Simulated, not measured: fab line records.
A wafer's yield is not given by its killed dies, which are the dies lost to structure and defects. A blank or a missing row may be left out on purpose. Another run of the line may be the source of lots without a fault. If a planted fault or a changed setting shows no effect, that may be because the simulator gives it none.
fab line records	flow n5-finfet
[record] lots = 12	wafers = 33	last-day = 17
route steps=1938 shown BEOL_M11@1569 PASSIVATION@1936
lots with no fault: from the same line, run without faults
start-h: hours from the record's opening day to when the first of the lot's shown wafers began	wait-h: hours from the lot's prior step to this one	" identical to the entry in the row above	L1.1+2: several wafers, shown together as one row	- value missing, or start not given	* or withheld: withheld	< > ~ a bound
route shown NAME@n: a module of which the file shows steps, and the number in the route of the first	usual: average and standard deviation across the fault-free wafers	same: alike in all rows	chamber/n: place in a boat	sites: readings site by site	_std_site: standard deviation across them	_edge_site: the outer-site mean with the inner-site mean subtracted	radius-mm: for every site, how far away it sits from the centre of the wafer	mask NAME#n: copy n	behind: the last tool/chamber to shape the wafer	hold: why the lot went on hold/how many hours it stayed there/how the hold came to an end	device: transistor that didn't switch, given as n, p or np	end of line: the route-end tests of the same wafers	step lacking rows: just its recipe	killed: the dies lost at the first sort to structure and to defects; this is not the yield of the wafer	map: a wafer's dies, x killed, . not, _ none there
set.NAME: setting as actually run; set.NAME@STEP: the setting as run at that earlier step	model.NAME: the simulator's own value behind a step, which no gauge read
a sample of lots followed through the steps of the route, with each step as a table and each wafer as a row
services: from which hour (start-h, from the record's first day; less than 0 if before it) a tool's chamber was out of use, for how many hours, and why
[[steps]]
[step N5_BEOL_M11_OVL_MEAS_29]
[recipe] points-per-wafer = 44
[usual] V10_OVL = 0.5/0.65
lot.wafer	tool	chamber	start-h	wait-h	V10_OVL[nm]
L243.2	overlay-01	0	259.92	0.0	0.1
L243.3	"	0	"	"	0.2
L243.5	"	0	"	"	0.4
L244.3	overlay-01	0	275.75	0.0	0.0
L244.5	"	0	"	"	-0.5
L244.6	"	0	"	"	0.7
L246.1	overlay-01	0	290.91	0.0	1.1
L246.4	"	0	"	"	0.0
L246.5	"	0	"	"	0.3
L248.1	overlay-02	0	298.85	0.0	0.2
L248.4	"	0	"	"	1.2
L248.6	"	0	"	"	1.0
L252.2	overlay-01	0	305.64	0.0	1.5
L252.6	"	0	"	"	0.7
L249.1	overlay-01	0	320.55	0.0	0.4
L249.3	"	0	"	"	0.3
L249.6	"	0	"	"	0.6
L250.2	overlay-02	0	329.78	0.0	1.2
L250.3	"	0	"	"	1.1
L250.4	"	0	"	"	0.6
L253.1	overlay-02	0	331.42	0.0	0.5
L253.4	"	0	"	"	0.8
L253.6	"	0	"	"	-0.1
L254.1	overlay-01	0	337.24	0.0	1.1
L254.2	"	0	"	"	1.0
L254.4	"	0	"	"	1.0
L256.1	overlay-01	0	350.79	0.0	-0.3
L256.2	"	0	"	"	0.2
L256.4	"	0	"	"	0.1
L258.2	overlay-02	0	361.32	0.0	-0.2
L258.5	"	0	"	"	0.0
L255.2	overlay-01	0	361.49	0.0	0.3
L255.4	"	0	"	"	1.1
[step N5_BEOL_M11_INSPECT_30]
[recipe] mode = adi	inspect-instrument = brightfield
[usual] raw-defect-count = 424/91
lot.wafer	tool	chamber	start-h	wait-h	raw-defect-count
L243.2	defect-inspect-02	-	259.94	0.0	395
L243.3	"	-	"	"	346
L243.5	"	-	"	"	322
L244.3	defect-inspect-01	-	275.77	0.0	414
L244.5	"	-	"	"	359
L244.6	"	-	"	"	401
L246.1	defect-inspect-02	-	290.93	0.0	595
L246.4	"	-	"	"	573
L246.5	"	-	"	"	715
L248.1	defect-inspect-01	-	298.88	0.0	405
L248.4	"	-	"	"	289
L248.6	"	-	"	"	292
L252.2	defect-inspect-02	-	305.67	0.0	444
L252.6	"	-	"	"	458
L249.1	defect-inspect-02	-	320.58	0.0	471
L249.3	"	-	"	"	442
L249.6	"	-	"	"	365
L250.2	defect-inspect-01	-	329.80	0.0	400
L250.3	"	-	"	"	346
L250.4	"	-	"	"	425
L253.1	defect-inspect-02	-	331.44	0.0	417
L253.4	"	-	"	"	392
L253.6	"	-	"	"	400
L254.1	defect-inspect-01	-	337.27	0.0	435
L254.2	"	-	"	"	397
L254.4	"	-	"	"	312
L256.1	defect-inspect-02	-	350.81	0.0	548
L256.2	"	-	"	"	592
L256.4	"	-	"	"	469
L258.2	defect-inspect-01	-	361.34	0.0	477
L258.5	"	-	"	"	596
L255.2	defect-inspect-02	-	361.51	0.0	278
L255.4	"	-	"	"	492
[step N5_BEOL_M11_STRIP_77]
[recipe] chemistry = N2/H2	time-s = 10	power-w = 450	temp-c = 40	pressure-mtorr = 20	rf-frequency-hz = 6e+07	bias-power-w = 7	n2-flow-sccm = 200	h2-flow-sccm = 200
[usual] drypump-motor-current-A = 5.58/0.28	oes-product-au = 0.78/0.064	rf-vpp-V = 59.1/0.9	showerhead-plenum-p-Torr = 2.50/0.091	throttle-valve-pct = 23.60/0.27
lot.wafer	tool	chamber	start-h	wait-h	drypump-motor-current-A	oes-product-au	rf-hours-counter-h	rf-vpp-V	showerhead-plenum-p-Torr	throttle-valve-pct
L243.2	rie-diel-02	3	-	-	5.65	0.72	220	57.7	2.40	23.52
L243.3	"	0	"	"	5.54	0.79	121	58.8	2.47	23.74
L243.5	"	1	"	"	5.43	0.83	-	60.1	2.66	23.37
L244.3	rie-diel-06	1	-	-	5.37	0.83	89	59.8	2.55	23.25
L244.5	"	1	"	"	5.36	0.83	-	58.8	2.54	23.25
L244.6	"	0	"	"	5.51	0.88	-	58.7	2.48	23.38
L246.1	rie-diel-02	0	-	-	5.54	0.79	131	59.0	2.46	23.75
L246.4	"	1	"	"	5.44	0.82	99	58.9	2.66	23.38
L246.5	"	1	"	"	5.40	0.83	-	60.6	2.66	23.38
L248.1	rie-diel-03	0	-	-	6.00	0.84	70	60.6	2.61	24.19
L248.4	"	3	"	"	4.95	0.72	-	60.2	2.62	24.22
L248.6	"	0	"	"	5.99	0.84	-	58.5	2.61	24.20
L252.2	rie-diel-02	0	-	-	5.53	0.79	137	58.4	2.46	23.79
L252.6	"	2	"	"	5.54	0.71	-	59.2	2.49	23.60
L249.1	rie-diel-06	0	-	-	5.50	0.86	57	58.6	2.47	23.41
L249.3	"	3	"	"	5.81	0.66	235	59.4	2.50	23.61
L249.6	"	3	"	"	5.79	0.67	-	59.3	2.50	23.60
L250.2	rie-diel-03	0	-	-	6.02	0.81	79	60.4	2.60	24.20
L250.3	"	2	"	"	5.40	0.90	8	58.9	2.59	23.20
L250.4	"	3	"	"	4.91	0.71	215	59.7	2.62	24.24
L253.1	rie-diel-02	2	-	-	5.55	0.71	226	57.7	2.49	23.61
L253.4	"	0	"	"	5.53	0.78	146	58.5	2.46	23.77
L253.6	"	0	"	"	5.54	0.77	-	60.2	2.45	23.77
L254.1	rie-diel-02	3	-	-	5.66	0.70	246	58.9	2.38	23.58
L254.2	"	2	"	"	5.52	0.70	228	59.2	2.49	23.60
L254.4	"	0	"	"	5.54	0.78	148	58.1	2.45	23.78
L256.1	rie-diel-02	2	-	-	5.54	0.69	233	57.6	2.49	23.60
L256.2	"	1	"	"	5.45	0.80	116	59.2	2.65	23.43
L256.4	"	3	"	"	5.67	0.70	250	59.6	2.38	23.58
L258.2	rie-diel-02	2	-	-	5.54	0.69	236	58.9	2.48	23.62
L258.5	"	2	"	"	5.54	0.69	-	59.1	2.48	23.63
L255.2	rie-diel-02	2	-	-	5.54	0.69	237	58.5	2.48	23.62
L255.4	"	0	"	"	5.53	0.76	-	57.3	2.45	23.80
[step N5_BEOL_M11_CURE_72]
[recipe] temp-c = 370	time-s = 120	ambient = DMADMS/He	material = SiCOH_lowk
[usual] lamp-power-pct = 52.31/0.054	run-length-s = 178.3/1.1	wafer_temp_C_max = 371.3/0.61
lot.wafer	tool	chamber	start-h	wait-h	lamp-power-pct	run-length-s	wafer_temp_C_max
L243.2	uv-cure-03	2	260.72	0.1	52.32	177.7	371.0
L243.3	"	2	"	"	52.32	177.8	370.9
L243.5	"	2	"	"	52.38	177.8	370.9
L244.3	uv-cure-02	2	276.60	0.1	52.32	178.9	371.1
L244.5	"	2	"	"	52.38	177.9	372.3
L244.6	"	2	"	"	52.33	178.5	371.4
L246.1	uv-cure-03	2	291.67	0.0	52.28	177.6	370.9
L246.4	"	2	"	"	52.27	177.7	370.8
L246.5	"	2	"	"	52.32	177.7	371.3
L248.1	uv-cure-03	0	299.60	0.0	52.31	177.7	371.2
L248.4	"	0	"	"	52.35	178.1	371.0
L248.6	"	0	"	"	52.31	177.7	370.9
L252.2	uv-cure-02	2	306.44	0.1	52.32	177.9	371.2
L252.6	"	2	"	"	52.25	179.0	371.5
L249.1	uv-cure-01	1	321.30	0.0	52.28	179.0	373.1
L249.3	"	1	"	"	52.27	178.7	372.3
L249.6	"	1	"	"	52.26	178.9	373.2
L250.2	uv-cure-01	2	330.59	0.1	52.22	178.6	371.7
L250.3	"	2	"	"	52.27	177.9	370.7
L250.4	"	2	"	"	52.23	178.1	371.4
L253.1	uv-cure-03	2	332.23	0.0	52.41	177.9	371.3
L253.4	"	2	"	"	52.36	177.7	371.5
L253.6	"	2	"	"	52.30	178.4	371.6
L254.1	uv-cure-02	1	338.36	0.0	52.20	178.2	372.1
L254.2	"	1	"	"	52.34	178.0	371.1
L254.4	"	1	"	"	52.30	177.6	371.4
L256.1	uv-cure-03	0	351.74	0.0	52.36	177.5	371.1
L256.2	"	0	"	"	52.25	177.4	370.5
L256.4	"	0	"	"	51.66	161.9	371.0
L258.2	uv-cure-03	1	362.23	0.1	52.38	177.7	371.4
L258.5	"	1	"	"	51.55	161.6	371.1
L255.2	uv-cure-03	0	363.01	0.1	52.23	178.3	371.1
L255.4	"	0	"	"	51.52	161.8	371.0
[step N5_PASSIVATION_PROBE_49]
[usual] defect-limited-yield = 91.2/1.5	killed_at_M0_to_M3 = 36/10	killed_at_M4_up = 14/5.2	killed-at-contacts = 12/6	killed-at-front-end = 37/10	killed-at-other = 4/3.3	killed-dies = 104/18	killed-open = 68/14	killed-short = 34/7.4	sort_bin_4_leakage = 0.01/0.04	sort_bin_5_function = 5.2/1	sort_bin_6_memory = 3.3/0.7	sort_bin_8_speed = 0.01/0.045	sort-n-pass = 1076/18	sort-yield-pct = 91.2/1.5
[same] gross-dies = 1180	killed-at-back-side = 0
lot.wafer	tool	chamber	start-h	wait-h	defect-limited-yield[%]	killed_at_M0_to_M3	killed_at_M4_up	killed-at-contacts	killed-at-front-end	killed-at-other	killed-dies	killed-open	killed-short	sort_bin_4_leakage[%]	sort_bin_5_function[%]	sort_bin_6_memory[%]	sort_bin_8_speed[%]	sort-n-pass	sort-yield-pct[%]
L243.2	prober-01	-	301.25	0.1	90.8	33	28	23	22	2	108	80	26	0	4.8	4.1	0	1072	90.8
L243.3	prober-01	-	301.30	0.1	91.9	47	10	16	22	1	96	50	45	0	4.7	3.2	0	1084	91.9
L243.5	prober-01	-	301.40	0.2	91.0	44	22	9	29	2	106	75	31	0	4.2	4.4	0	1074	91.0
L244.3	prober-01	-	319.01	0.1	88.5	39	14	21	58	4	136	90	44	0	6.9	4.4	0	1044	88.5
L244.5	prober-01	-	319.11	0.2	88.9	31	21	12	56	11	131	82	42	0	6.8	4.0	0	1049	88.9
L244.6	prober-01	-	319.16	0.3	90.0	44	23	16	35	0	118	82	31	0	6.4	3.1	0.17	1060	89.8
L246.1	prober-01	-	337.20	0.0	92.5	33	11	6	38	0	88	46	42	0	4.5	2.4	0	1092	92.5
L246.4	prober-01	-	337.35	0.2	92.0	36	19	2	35	2	94	60	30	0	4.2	3.6	0	1086	92.0
L246.5	prober-01	-	337.40	0.2	91.9	37	22	6	30	1	96	58	36	0	4.7	3.0	0	1084	91.9
L248.1	prober-01	-	344.30	0.0	90.2	53	14	14	30	5	116	85	29	0	5.9	3.4	0	1064	90.2
L248.4	prober-01	-	344.45	0.2	90.1	27	25	29	31	5	117	77	33	0	5.3	3.6	0	1063	90.1
L248.6	prober-01	-	344.55	0.3	88.3	56	18	23	41	0	138	96	40	0	7.4	3.9	0	1042	88.3
L252.2	prober-02	-	347.36	0.1	90.6	37	15	11	45	3	111	79	29	0	5.8	3.3	0	1069	90.6
L252.6	prober-02	-	347.56	0.3	91.7	30	16	10	38	4	98	64	30	0	5.3	2.8	0	1082	91.7
L249.1	prober-01	-	362.77	0.0	88.0	37	13	16	72	4	142	102	40	0	6.7	4.9	0	1038	88.0
L249.3	prober-01	-	362.87	0.1	88.6	47	10	23	51	3	134	85	49	0	6.4	4.2	0	1046	88.6
L249.6	prober-01	-	363.02	0.3	92.0	23	9	20	39	3	94	58	35	0	4.5	3.1	0	1086	92.0
L253.1	prober-01	-	375.60	0.0	91.9	28	16	9	40	3	96	62	34	0	5.0	2.8	0	1084	91.9
L253.4	prober-01	-	375.75	0.2	93.1	24	16	7	34	1	82	50	31	0	3.6	3.1	0	1098	93.1
L253.6	prober-01	-	375.85	0.3	91.3	40	10	8	44	1	103	63	40	0	5.5	2.9	0	1077	91.3
L250.2	prober-01	-	378.03	0.1	91.7	28	11	13	42	4	98	64	32	0	4.7	3.0	0.34	1078	91.4
L250.3	prober-01	-	378.08	0.1	89.9	39	25	12	39	4	119	88	30	0.17	6.0	3.7	0	1059	89.7
L250.4	prober-01	-	378.13	0.2	92.2	24	18	8	37	5	92	59	32	0	4.7	3.0	0	1088	92.2
L254.1	prober-01	-	388.69	0.0	90.8	49	19	12	28	0	108	65	43	0	6.1	2.9	0	1072	90.8
L254.2	prober-01	-	388.74	0.1	92.0	35	13	10	36	0	94	65	28	0	5.3	2.5	0	1086	92.0
L254.4	prober-01	-	388.84	0.2	92.8	26	11	11	35	2	85	57	28	0	3.6	3.5	0	1095	92.8
L258.2	prober-01	-	399.11	0.1	90.3	49	10	7	40	8	114	75	31	0	5.1	3.6	0.25	1063	90.1
L258.5	prober-01	-	399.26	0.2	89.7	50	3	7	48	13	121	63	40	0	5.9	3.1	0	1059	89.7
L256.1	prober-01	-	401.20	0.0	91.9	41	15	2	34	4	96	67	29	0	4.8	3.1	0	1084	91.9
L256.2	prober-01	-	401.25	0.1	91.3	33	22	9	35	4	103	67	33	0	4.7	3.8	0	1077	91.3
L256.4	prober-01	-	401.35	0.2	93.7	24	11	9	27	3	74	48	24	0	3.3	2.8	0	1106	93.7
L255.2	prober-02	-	419.64	0.1	92.2	24	12	25	29	2	92	55	36	0	3.5	4.0	0	1088	92.2
L255.4	prober-02	-	419.74	0.2	90.9	30	21	9	43	4	107	60	47	0	5.2	3.7	0	1073	90.9
// killed by level:class
L243.2 MOL_CONTACT_COAG:geometric-particle:open=20 BEOL_M4:geometric-particle:open=11 BEOL_M1:geometric-particle:open=8 FIN_SAQP:geometric-particle:open=7 STI_FIN_REVEAL:geometric-particle:open=5 BEOL_M0_SAQP:geometric-particle:short=5 BEOL_M0_SAQP:geometric-particle:open=5 BEOL_M5:geometric-particle:open=5
L243.3 MOL_CONTACT_COAG:geometric-particle:open=13 BEOL_M0_SAQP:geometric-particle:short=13 BEOL_M1:geometric-particle:open=10 FIN_SAQP:geometric-particle:short=7 BEOL_M1:geometric-particle:short=6 BEOL_M0_SAQP:geometric-particle:open=5 STI_FIN_REVEAL:geometric-particle:open=4 BEOL_M0:geometric-particle:short=4
L243.5 BEOL_M1:geometric-particle:open=15 FIN_SAQP:geometric-particle:open=10 BEOL_M0_SAQP:geometric-particle:short=10 BEOL_M0_SAQP:geometric-particle:open=9 MOL_CONTACT_COAG:geometric-particle:open=7 BEOL_M4:geometric-particle:open=7 BEOL_M5:geometric-particle:open=6 FIN_SAQP:geometric-particle:short=4
L244.3 STI_FIN_REVEAL:geometric-particle:open=21 MOL_CONTACT_COAG:geometric-particle:open=16 BEOL_M0_SAQP:geometric-particle:short=10 STI_FIN_REVEAL:geometric-particle:short=9 BEOL_M2:geometric-particle:open=9 FIN_SAQP:geometric-particle:short=7 BEOL_M0_SAQP:geometric-particle:open=7 FIN_SAQP:geometric-particle:open=6
L244.5 FIN_SAQP:geometric-particle:open=15 MOL_CONTACT_COAG:geometric-particle:open=12 FIN_SAQP:geometric-particle:short=9 BEOL_M0_SAQP:geometric-particle:short=9 BEOL_M1:geometric-particle:open=8 BEOL_M4:geometric-particle:open=8 STI_FIN_REVEAL:geometric-particle:open=6 BEOL_M0_SAQP:geometric-particle:open=6
L244.6 BEOL_M4:geometric-particle:open=17 MOL_CONTACT_COAG:geometric-particle:open=13 BEOL_M3:geometric-particle:open=13 FIN_SAQP:geometric-particle:open=8 BEOL_M0_SAQP:geometric-particle:short=7 BEOL_M0_SAQP:geometric-particle:open=6 BEOL_M1:geometric-particle:open=6 BEOL_M1:geometric-particle:short=4
L246.1 STI_FIN_REVEAL:geometric-particle:open=10 BEOL_M3:geometric-particle:short=8 BEOL_M0_SAQP:geometric-particle:short=7 FIN_SAQP:geometric-particle:short=6 BEOL_M4:geometric-particle:open=6 MOL_CONTACT_COAG:geometric-particle:open=6 BEOL_M3:geometric-particle:open=5 BEOL_M2:geometric-particle:short=4
L246.4 BEOL_M4:geometric-particle:open=10 BEOL_M0_SAQP:geometric-particle:open=7 BEOL_M3:geometric-particle:open=7 BEOL_M1:geometric-particle:open=7 FIN_SAQP:geometric-particle:short=6 BEOL_M0_SAQP:geometric-particle:short=5 BEOL_M2:geometric-particle:open=5 STARTING-WAFER:geometric-particle:short=5
L246.5 BEOL_M4:geometric-particle:open=9 FIN_SAQP:geometric-particle:open=8 BEOL_M1:geometric-particle:open=8 FIN_SAQP:geometric-particle:short=7 BEOL_M2:geometric-particle:open=7 BEOL_M3:geometric-particle:short=6 STI_FIN_REVEAL:geometric-particle:open=5 MOL_CONTACT_COAG:geometric-particle:open=5
L248.1 BEOL_M3:geometric-particle:open=15 MOL_CONTACT_COAG:geometric-particle:open=14 DUMMY_GATE:geometric-particle:open=10 BEOL_M0_SAQP:geometric-particle:open=9 BEOL_M0_SAQP:geometric-particle:short=9 BEOL_M2:geometric-particle:open=8 BEOL_M4:geometric-particle:open=7 BEOL_M1:geometric-particle:open=4
L248.4 MOL_CONTACT_COAG:geometric-particle:open=21 BEOL_M3:geometric-particle:open=9 MOL_CONTACT_COAG:geometric-particle:short=8 BEOL_M4:geometric-particle:open=8 FIN_SAQP:geometric-particle:open=6 BEOL_M0_SAQP:geometric-particle:open=5 HKMG_FIN:area-etch=5 GATE_CUT:geometric-particle:open=4
L248.6 MOL_CONTACT_COAG:geometric-particle:open=17 BEOL_M0_SAQP:geometric-particle:open=13 FIN_SAQP:geometric-particle:open=11 BEOL_M1:geometric-particle:open=11 BEOL_M0_SAQP:geometric-particle:short=11 BEOL_M2:geometric-particle:open=9 BEOL_M3:geometric-particle:open=8 FIN_SAQP:geometric-particle:short=7
L252.2 STI_FIN_REVEAL:geometric-particle:open=16 BEOL_M3:geometric-particle:open=12 MOL_CONTACT_COAG:geometric-particle:open=10 FIN_SAQP:geometric-particle:short=7 BEOL_M2:geometric-particle:open=7 GATE_CUT:geometric-particle:short=5 BEOL_M1:geometric-particle:open=5 FIN_SAQP:geometric-particle:open=4
L252.6 FIN_SAQP:geometric-particle:open=10 STI_FIN_REVEAL:geometric-particle:open=7 MOL_CONTACT_COAG:geometric-particle:open=7 BEOL_M0_SAQP:geometric-particle:open=6 BEOL_M2:geometric-particle:open=6 BEOL_M3:geometric-particle:open=5 BEOL_M0_SAQP:geometric-particle:short=4 BEOL_M1:geometric-particle:open=4
L249.1 FIN_SAQP:geometric-particle:open=23 STI_FIN_REVEAL:geometric-particle:open=23 MOL_CONTACT_COAG:geometric-particle:open=12 FIN_SAQP:geometric-particle:short=11 BEOL_M2:geometric-particle:open=9 BEOL_M0_SAQP:geometric-particle:short=7 BEOL_M3:geometric-particle:open=6 STARTING-WAFER:geometric-particle:open=5
L249.3 FIN_SAQP:geometric-particle:open=19 MOL_CONTACT_COAG:geometric-particle:open=15 BEOL_M2:geometric-particle:open=14 FIN_SAQP:geometric-particle:short=12 BEOL_M0_SAQP:geometric-particle:short=10 MOL_CONTACT_COAG:geometric-particle:short=8 ILD0:geometric-particle:short=7 BEOL_M0_SAQP:geometric-particle:open=6
L249.6 MOL_CONTACT_COAG:geometric-particle:open=15 BEOL_M3:geometric-particle:open=9 FIN_SAQP:geometric-particle:short=8 STI_FIN_REVEAL:geometric-particle:open=7 FIN_SAQP:geometric-particle:open=6 GATE_CUT:geometric-particle:short=5 MOL_CONTACT_COAG:geometric-particle:short=5 DUMMY_GATE:geometric-particle:short=4
L253.1 FIN_SAQP:geometric-particle:short=12 FIN_SAQP:geometric-particle:open=9 BEOL_M0_SAQP:geometric-particle:open=8 MOL_CONTACT_COAG:geometric-particle:open=7 ILD0:geometric-particle:open=5 BEOL_M0_SAQP:geometric-particle:short=5 BEOL_M2:geometric-particle:open=5 GATE_CUT:geometric-particle:short=4
L253.4 FIN_SAQP:geometric-particle:short=15 FIN_SAQP:geometric-particle:open=8 BEOL_M0_SAQP:geometric-particle:open=7 MOL_CONTACT_COAG:geometric-particle:open=6 BEOL_M0_SAQP:geometric-particle:short=6 BEOL_M3:geometric-particle:open=6 BEOL_M4:geometric-particle:open=6 STARTING-WAFER:geometric-particle:short=3
L253.6 FIN_SAQP:geometric-particle:short=11 BEOL_M0_SAQP:geometric-particle:open=11 BEOL_M0_SAQP:geometric-particle:short=11 BEOL_M3:geometric-particle:open=11 FIN_SAQP:geometric-particle:open=10 GATE_CUT:geometric-particle:short=7 MOL_CONTACT_COAG:geometric-particle:open=7 ILD0:geometric-particle:short=5
L250.2 FIN_SAQP:geometric-particle:short=15 BEOL_M2:geometric-particle:open=13 FIN_SAQP:geometric-particle:open=11 MOL_CONTACT_COAG:geometric-particle:open=11 STI_FIN_REVEAL:geometric-particle:open=8 BEOL_M3:geometric-particle:open=6 BEOL_M0_SAQP:geometric-particle:short=4 BEOL_M0_SAQP:geometric-particle:open=3
L250.3 BEOL_M4:geometric-particle:open=16 MOL_CONTACT_COAG:geometric-particle:open=10 BEOL_M0_SAQP:geometric-particle:open=9 BEOL_M2:geometric-particle:open=9 FIN_SAQP:geometric-particle:open=8 STI_FIN_REVEAL:geometric-particle:open=8 BEOL_M1:geometric-particle:open=7 FIN_SAQP:geometric-particle:short=6
L250.4 STI_FIN_REVEAL:geometric-particle:open=8 BEOL_M0_SAQP:geometric-particle:short=7 MOL_CONTACT_COAG:geometric-particle:open=6 BEOL_M0_SAQP:geometric-particle:open=6 BEOL_M4:geometric-particle:open=6 DUMMY_GATE:geometric-particle:open=5 GATE_CUT:geometric-particle:short=5 BEOL_M3:geometric-particle:open=4
L254.1 BEOL_M0_SAQP:geometric-particle:short=12 BEOL_M3:geometric-particle:open=11 MOL_CONTACT_COAG:geometric-particle:open=9 BEOL_M4:geometric-particle:open=7 STI_FIN_REVEAL:geometric-particle:open=6 BEOL_M0_SAQP:geometric-particle:open=6 FIN_SAQP:geometric-particle:short=5 BEOL_M1:geometric-particle:open=5
L254.2 BEOL_M3:geometric-particle:open=11 MOL_CONTACT_COAG:geometric-particle:open=8 BEOL_M1:geometric-particle:open=8 FIN_SAQP:geometric-particle:short=5 STI_FIN_REVEAL:geometric-particle:open=5 ILD0:geometric-particle:short=5 BEOL_M0_SAQP:geometric-particle:open=5 BEOL_M0_SAQP:geometric-particle:short=5
L254.4 MOL_CONTACT_COAG:geometric-particle:open=11 BEOL_M3:geometric-particle:open=10 FIN_SAQP:geometric-particle:open=8 STI_FIN_REVEAL:geometric-particle:open=8 FIN_SAQP:geometric-particle:short=7 GATE_CUT:geometric-particle:short=6 BEOL_M2:geometric-particle:open=6 BEOL_M0_SAQP:geometric-particle:open=3
L258.2 BEOL_M0_SAQP:geometric-particle:open=15 BEOL_M3:geometric-particle:open=11 BEOL_M0_SAQP:geometric-particle:short=8 HKMG_FIN:area-etch=8 MOL_CONTACT_COAG:geometric-particle:open=7 FIN_SAQP:geometric-particle:open=6 BEOL_M4:geometric-particle:open=6 STI_FIN_REVEAL:geometric-particle:open=5
L258.5 BEOL_M0_SAQP:geometric-particle:open=14 HKMG_FIN:area-etch=13 BEOL_M3:geometric-particle:open=10 FIN_SAQP:geometric-particle:short=9 BEOL_M0_SAQP:geometric-particle:short=9 FIN_SAQP:geometric-particle:open=7 MOL_CONTACT_COAG:geometric-particle:open=7 BEOL_M2:geometric-particle:short=5
L256.1 BEOL_M0_SAQP:geometric-particle:short=14 STI_FIN_REVEAL:geometric-particle:open=10 BEOL_M3:geometric-particle:open=10 FIN_SAQP:geometric-particle:open=7 BEOL_M0_SAQP:geometric-particle:open=7 BEOL_M4:geometric-particle:open=6 FIN_SAQP:geometric-particle:short=4 BEOL_M7:geometric-particle:open=4
L256.2 BEOL_M4:geometric-particle:open=13 BEOL_M0_SAQP:geometric-particle:open=12 MOL_CONTACT_COAG:geometric-particle:open=9 STI_FIN_REVEAL:geometric-particle:open=8 BEOL_M0_SAQP:geometric-particle:short=7 FIN_SAQP:geometric-particle:short=6 FIN_SAQP:geometric-particle:open=5 DUMMY_GATE:geometric-particle:open=4
L256.4 BEOL_M0_SAQP:geometric-particle:open=9 FIN_SAQP:geometric-particle:open=7 MOL_CONTACT_COAG:geometric-particle:open=7 BEOL_M0_SAQP:geometric-particle:short=6 BEOL_M0:geometric-particle:open=4 STARTING-WAFER:geometric-particle:short=4 GATE_CUT:geometric-particle:open=3 GATE_CUT:geometric-particle:short=3
L255.2 MOL_CONTACT_COAG:geometric-particle:open=20 FIN_SAQP:geometric-particle:short=5 MOL_CONTACT_COAG:geometric-particle:short=5 BEOL_M0_SAQP:geometric-particle:open=5 BEOL_M3:geometric-particle:short=5 DUMMY_GATE:geometric-particle:open=4 BEOL_M5:geometric-particle:short=4 BEOL_M0_SAQP:geometric-particle:short=4
L255.4 FIN_SAQP:geometric-particle:open=13 BEOL_M0_SAQP:geometric-particle:open=9 BEOL_M0_SAQP:geometric-particle:short=9 MOL_CONTACT_COAG:geometric-particle:open=6 BEOL_M5:geometric-particle:short=6 FIN_SAQP:geometric-particle:short=5 ILD0:geometric-particle:short=5 DUMMY_GATE:geometric-particle:open=4
[[services]]
tool	chamber	start-h	hours	kind
rie-diel-02	0	252.10	6.5	repair
rie-diel-03	2	285.40	-	clean
rie-diel-03	2	285.40	-	consumable-replace:focus-ring
rie-diel-03	2	285.40	16.3	scheduled-down
rie-diel-03	2	285.40	16.3	vent-cycle
uv-cure-03	-	316.49	1.0	pm
rie-diel-06	2	331.76	38.5	repair
rie-diel-02	3	351.50	-	clean
rie-diel-02	3	351.50	-	consumable-replace:focus-ring
rie-diel-02	3	351.50	-	consumable-replace:showerhead
rie-diel-02	3	351.50	17.3	scheduled-down
rie-diel-02	3	351.50	17.3	vent-cycle
[[key]]
[first-sign] step = N5_BEOL_M11_CURE_72	reading = run-length-s	direction = down	sigmas = 15	usual = *	struck = *
[effect] step = N5_BEOL_M11_CURE_72	reading = lamp-power-pct	direction = down	sigmas = 14	usual = *	struck = *
met-at N5_BEOL_M11_CURE_72
struck-lots L255,L256,L258
struck-wafers L255.4,L256.4,L258.5
[baseline-loss] step = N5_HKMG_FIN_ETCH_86	wafers = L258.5
not-acting-at N5_BEOL_M11_OVL_MEAS_29,N5_BEOL_M11_INSPECT_30,N5_BEOL_M11_STRIP_77
onset-between 332.23 351.74
[fault] kind = process-parameter-drift	tool = uv-cure-03	chamber = -	onset-h = 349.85	steps = N5_BEOL_M11_CURE_72	channel = time-s	offset = *	shape = step	end-h = 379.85	scope = struck-wafers-only	acts-in = *	stated = *
// baseline-loss: these wafers lose ten dies or more at that step, a loss of the line's own and not of a fault; the sort's usual values leave them out
